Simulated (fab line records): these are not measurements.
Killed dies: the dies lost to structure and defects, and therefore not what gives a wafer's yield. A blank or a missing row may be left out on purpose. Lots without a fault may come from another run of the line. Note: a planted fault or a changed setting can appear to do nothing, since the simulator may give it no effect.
Split-lot experiment	flow n5_finfet	39 wafers read across 7 lots, on a route 1938 steps long

## THE SPLIT
At N5_SDB_ALD_29 (deposits SiNx, target thk 30 nm, pulse time 1 s, ald cycles 600), the setting ald_cycles was moved away from the recipe's 600 on 15 of the 39 wafers read, by -29.3% to +52.7%. All remaining wafers had this setting at the recipe value.

The reading comes from the split's own step.

## THE READING
SiNx_of_SDB_ALD_29.thk_nm (the simulator's own value, which no gauge read), in nm, at N5_SDB_ALD_29 (deposits SiNx, target thk 30 nm, pulse time 1 s, ald cycles 600). The file gives no usual value for it. The 24 wafers here that ran the recipe average 30.0 nm, standard deviation 0.14 nm.

wafer	tool, chamber at the split	ald_cycles as run	against the recipe	SiNx_of_SDB_ALD_29.thk_nm, nm	against lot-mates on the recipe
L076.1	ald_sin-01, 3,1	600	recipe	30	-
L076.6	ald_sin-01, 3,1	600	recipe	30	-
L076.2	ald_sin-01, 1,0	600	recipe	30.2	-
L076.3	ald_sin-01, 1,0	600	recipe	30.2	-
L076.4	ald_sin-01, 2	600	recipe	29.8	-
L076.5	ald_sin-01, 2	600	recipe	29.8	-
L083.1	ald_sin-04, 3,1,1	600	recipe	30	-
L083.2	ald_sin-04, 3,1,1	600	recipe	30	-
L083.5	ald_sin-04, 3,1,1	600	recipe	30	-
L083.3	ald_sin-04, 0,3	496	-17.3%	25	-5.0
L083.4	ald_sin-04, 0,3	496	-17.3%	25	-5.0
L083.6	ald_sin-04, 0	496	-17.3%	24.8	-5.2
L084.1	ald_sin-01, 0	600	recipe	30	-
L084.2	ald_sin-01, 2	732	+22.0%	36.4	+6.5
L084.3	ald_sin-01, 3	732	+22.0%	36.8	+6.9
L084.4	ald_sin-01, 1	732	+22.0%	36.6	+6.7
L084.5	ald_sin-01, 2,1	600	recipe	29.8	-
L084.6	ald_sin-01, 2,1	600	recipe	29.8	-
L085.2	ald_sin-03, 0	600	recipe	30.2	-
L085.4	ald_sin-03, 1,2	600	recipe	30	-
L085.5	ald_sin-03, 1,2	600	recipe	30	-
L088.1	ald_sin-01, 1	916	+52.7%	45.4	+15.3
L088.2	ald_sin-01, 3	600	recipe	30	-
L088.3	ald_sin-01, 0,3	600	recipe	30.2	-
L088.6	ald_sin-01, 0,3	600	recipe	30.2	-
L088.4	ald_sin-01, 2	916	+52.7%	45.6	+15.5
L088.5	ald_sin-01, 2	916	+52.7%	45.6	+15.5
L091.1	ald_sin-04, 0,1,1	600	recipe	30	-
L091.2	ald_sin-04, 0,1,1	600	recipe	30	-
L091.5	ald_sin-04, 0,1,1	600	recipe	30	-
L091.3	ald_sin-04, 3,0,3	734	+22.3%	36.8	+6.8
L091.4	ald_sin-04, 3,0,3	734	+22.3%	36.8	+6.8
L091.6	ald_sin-04, 3,0,3	734	+22.3%	36.8	+6.8
L097.1	ald_sin-04, 3	600	recipe	30.2	-
L097.5	ald_sin-04, 3	600	recipe	30.2	-
L097.2	ald_sin-04, 1	600	recipe	29.8	-
L097.3	ald_sin-04, 0	424	-29.3%	21.4	-8.7
L097.4	ald_sin-04, 0	424	-29.3%	21.2	-8.9
L097.6	ald_sin-04, 1	424	-29.3%	21	-9.1
If several chambers appear in one row, that row covers several wafers at once and the file leaves open which wafer was in which chamber.

THE FIT
A straight line over all 39 wafers: SiNx_of_SDB_ALD_29.thk_nm changes by +0.297 nm for each +1% of ald_cycles; r = +1.00; the points scatter about the line by 0.15 nm.
The same after taking each lot's own level away (the mean of its wafers on the recipe; 39 wafers): +0.297 nm for each +1%; r = +1.00; scatter 0.17 nm.
According to that fit, moving ald_cycles by its largest amount changes the reading by 16 nm.
Measured against the standard deviation above, the lots' own levels, which go from 29.87 to 30.13 nm, span 1.9 times it.
So the lot-to-lot level changes the slope little: the two slopes agree.
Check: for one of the wafers moved furthest among these (+52.7%), held out of the fit, the line's prediction against its lot-mates is +15.7 nm. It came out at +15.3 nm against them.

## ADDITIONAL SPLITS CARRIED BY THESE WAFERS
Note: prior to the reading, these wafers also went through further splits. Each is held against what the fit with the lots' levels taken away leaves over:
other split on the same wafers	wafers away from the commonest value	r with SiNx_of_SDB_ALD_29.thk_nm (lot level and that fit taken away)
N5_ZERO_LAYER_PECVD_02 time_s	15	+0.06
N5_SD_EPI_P_DEVELOP_08 develop_time_s	15	-0.15

## FILE'S OWN FIT
SiNx_of_SDB_ALD_29.thk_nm changes by +0.297 nm for each +1% of ald_cycles, r = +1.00.
